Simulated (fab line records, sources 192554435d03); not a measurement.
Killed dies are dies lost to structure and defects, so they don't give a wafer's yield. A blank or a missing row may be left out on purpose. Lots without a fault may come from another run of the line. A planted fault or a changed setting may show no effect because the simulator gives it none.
Which tool did it? | flow n5_finfet | 12 lots, 36 wafers sampled, at 2 steps of a route of 1938

WHAT THE GAUGES READ, wafer by wafer
N5_BEOL_M8_OVL_MEAS_12.
lot  | measured     | on         | M8_OVL (nm)
L077 | day 13 04:58 | overlay-01 | -0.7 -0.5 0.4
L076 | day 13 16:11 | overlay-01 | 0.4 0.4 0.2
L078 | day 14 01:34 | overlay-01 | -1.0 -0.1 0.0
L079 | day 14 09:12 | overlay-01 | -0.2 -0.6 1.8
L081 | day 15 08:16 | overlay-02 | -1.2 -0.3 -0.7
L083 | day 15 18:11 | overlay-01 | 0.5 -0.8 0.2
L090 | day 16 17:48 | overlay-02 | 0.1 0.6 0.6
L088 | day 17 05:29 | overlay-02 | 0.1 0.3 -0.5
L091 | day 17 12:01 | overlay-02 | -0.7 -1.3 -0.6
L094 | day 17 16:23 | overlay-02 | -0.6 -1.6 -1.2
L093 | day 18 15:14 | overlay-02 | -0.1 -1.8 -0.4
L097 | day 19 01:56 | overlay-02 | -1.3 -0.7 0.1

WHICH TOOL RAN EACH LOT (tool, then ch and the chambers of the sampled wafers, then the start)
lot  | N5_BEOL_M7_ANNEAL_51
L077 | rtp_anneal-01 ch 0, day 13 01:33
L076 | rtp_anneal-01 ch 0, day 13 12:30
L078 | rtp_anneal-02 ch 0, day 13 21:08
L079 | rtp_anneal-02 ch 0, day 14 06:36
L081 | rtp_anneal-01 ch 0, day 15 03:22
L083 | rtp_anneal-02 ch 0, day 15 05:34
L090 | rtp_anneal-01 ch 0, day 16 14:02
L088 | rtp_anneal-01 ch 0, day 17 02:07
L091 | rtp_anneal-01 ch 0, day 17 09:02
L094 | rtp_anneal-01 ch 0, day 17 12:01
L093 | rtp_anneal-01 ch 0, day 18 09:36
L097 | rtp_anneal-02 ch 0, day 18 22:32
- N5_BEOL_M7_ANNEAL_51: time 90 s.

THE ANSWER, worked out from the rows above alone
Rule: what is usual is taken from the lots themselves. Put in order of their means at a reading, lots are off if they are a third of the lots or fewer, leave a main group of 4 or more, and stand apart from it by a gap of 3 or more times the standard deviation of the main group's means; of several such gaps the widest counts. A main group whose means are all the same, to the digits that the tables above print for the reading, isn't used. A lot without any number at a reading at which 4 lots or more have one is off too. The other lots that the step has rows for count as sound.
No lot is off at any reading shown: from this, nothing can be told.

WHAT THE SIMULATOR HAD PUT IN
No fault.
